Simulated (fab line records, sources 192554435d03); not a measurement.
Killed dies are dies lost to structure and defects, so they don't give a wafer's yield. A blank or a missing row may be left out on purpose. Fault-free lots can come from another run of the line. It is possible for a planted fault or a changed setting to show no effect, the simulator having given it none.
Chamber matching :: flow n5-finfet :: N5_BEOL_M0_SAQP_MANDREL2_REMOVE_110 on rie-si-05 has 4 sister chambers
The step chemistry HBr/Cl2/O2, target a-Si, stops on SiCN, bt time 10 s. 18 wafers are shown with their chamber, then 9 later ones without.

WAFERS, EACH WITH ITS CHAMBER
wafer: L075.3
chamber: 1
drypump-motor-current-A (A): 5.3
throttle-valve-pct (%): 36.94
oes-product-au (a.u.): 0.990

wafer: L075.4
chamber: 3
drypump-motor-current-A (A): 6.6
throttle-valve-pct (%): 36.38
oes-product-au (a.u.): 1.011

wafer: L075.5
chamber: 1
drypump-motor-current-A (A): 5.3
throttle-valve-pct (%): 36.94
oes-product-au (a.u.): 0.991

wafer: L078.1
chamber: 1
drypump-motor-current-A (A): 5.2
throttle-valve-pct (%): 36.95
oes-product-au (a.u.): 0.996

wafer: L078.3
chamber: 3
drypump-motor-current-A (A): 6.6
throttle-valve-pct (%): 36.37
oes-product-au (a.u.): 1.009

wafer: L078.6
chamber: 1
drypump-motor-current-A (A): 5.3
throttle-valve-pct (%): 36.93
oes-product-au (a.u.): 0.997

wafer: L080.1
chamber: 2
drypump-motor-current-A (A): 5.3
throttle-valve-pct (%): 36.92
oes-product-au (a.u.): 1.018

wafer: L080.3
chamber: 0
drypump-motor-current-A (A): 5.7
throttle-valve-pct (%): 36.51
oes-product-au (a.u.): 1.018

wafer: L080.6
chamber: 2
drypump-motor-current-A (A): 5.3
throttle-valve-pct (%): 36.88
oes-product-au (a.u.): 1.008

wafer: L084.3
chamber: 0
drypump-motor-current-A (A): 5.7
throttle-valve-pct (%): 36.51
oes-product-au (a.u.): 1.012

wafer: L084.5
chamber: 2
drypump-motor-current-A (A): 5.3
throttle-valve-pct (%): 36.89
oes-product-au (a.u.): 1.005

wafer: L084.6
chamber: 1
drypump-motor-current-A (A): 5.3
throttle-valve-pct (%): 36.95
oes-product-au (a.u.): 0.990

wafer: L086.1
chamber: 2
drypump-motor-current-A (A): 5.3
throttle-valve-pct (%): 36.90
oes-product-au (a.u.): 1.004

wafer: L086.2
chamber: 3
drypump-motor-current-A (A): 6.6
throttle-valve-pct (%): 36.41
oes-product-au (a.u.): 1.018

wafer: L086.4
chamber: 1
drypump-motor-current-A (A): 5.3
throttle-valve-pct (%): 36.94
oes-product-au (a.u.): 0.998

wafer: L090.1
chamber: 0
drypump-motor-current-A (A): 5.8
throttle-valve-pct (%): 36.54
oes-product-au (a.u.): 1.027

wafer: L090.3
chamber: 3
drypump-motor-current-A (A): 6.5
throttle-valve-pct (%): 36.42
oes-product-au (a.u.): 1.011

wafer: L090.6
chamber: 3
drypump-motor-current-A (A): 6.6
throttle-valve-pct (%): 36.42
oes-product-au (a.u.): 1.025

SIGNATURES (averages over the wafers above)
reading: drypump-motor-current-A
chamber 0: 5.733
chamber 1: 5.283
chamber 2: 5.300
chamber 3: 6.580
scatter within a chamber: 0.0405

reading: throttle-valve-pct
chamber 0: 36.5200
chamber 1: 36.9417
chamber 2: 36.8975
chamber 3: 36.4000
scatter within a chamber: 0.0168

reading: oes-product-au
chamber 0: 1.01900
chamber 1: 0.99367
chamber 2: 1.00875
chamber 3: 1.01480
scatter within a chamber: 0.00587
Rule: for a wafer and a chamber, the distance is found by dividing, reading by reading, the gap between the wafer's reading and the chamber's mean by the reading's scatter, squaring, summing and taking the root. The wafer belongs to the nearest chamber; if the next one is less than 2 further off, it can't be placed. The scatter: the root of (the sum of the squares of (reading less its chamber's mean) over the shown wafers, divided by (wafers less chambers)).

WAFERS MISSING THEIR CHAMBER
wafer: L091.4
drypump-motor-current-A (A): 5.3
throttle-valve-pct (%): 36.88
oes-product-au (a.u.): 1.008

wafer: L091.5
drypump-motor-current-A (A): 5.3
throttle-valve-pct (%): 36.90
oes-product-au (a.u.): 1.014

wafer: L091.6
drypump-motor-current-A (A): 5.3
throttle-valve-pct (%): 36.94
oes-product-au (a.u.): 1.000

wafer: L092.1
drypump-motor-current-A (A): 5.3
throttle-valve-pct (%): 36.93
oes-product-au (a.u.): 0.993

wafer: L092.4
drypump-motor-current-A (A): 6.6
throttle-valve-pct (%): 36.42
oes-product-au (a.u.): 1.024

wafer: L092.6
drypump-motor-current-A (A): 5.7
throttle-valve-pct (%): 36.52
oes-product-au (a.u.): 1.025

wafer: L094.2
drypump-motor-current-A (A): 5.3
throttle-valve-pct (%): 36.89
oes-product-au (a.u.): 1.010

wafer: L094.3
drypump-motor-current-A (A): 5.3
throttle-valve-pct (%): 36.95
oes-product-au (a.u.): 1.001

wafer: L094.4
drypump-motor-current-A (A): 5.7
throttle-valve-pct (%): 36.51
oes-product-au (a.u.): 1.028

EACH ONE'S CHAMBER
wafer: L091.4
from the rows above: 2
in truth: 2

wafer: L091.5
from the rows above: 2
in truth: 2

wafer: L091.6
from the rows above: can't be placed: 1 or 2
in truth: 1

wafer: L092.1
from the rows above: 1
in truth: 1

wafer: L092.4
from the rows above: 3
in truth: 3

wafer: L092.6
from the rows above: 0
in truth: 0

wafer: L094.2
from the rows above: 2
in truth: 2

wafer: L094.3
from the rows above: can't be placed: 1 or 2
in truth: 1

wafer: L094.4
from the rows above: 0
in truth: 0
Correctly placed: 7 of 9. Not placeable from these rows: 2 (in 2, the candidates include the true chamber). Wrongly placed: 0.
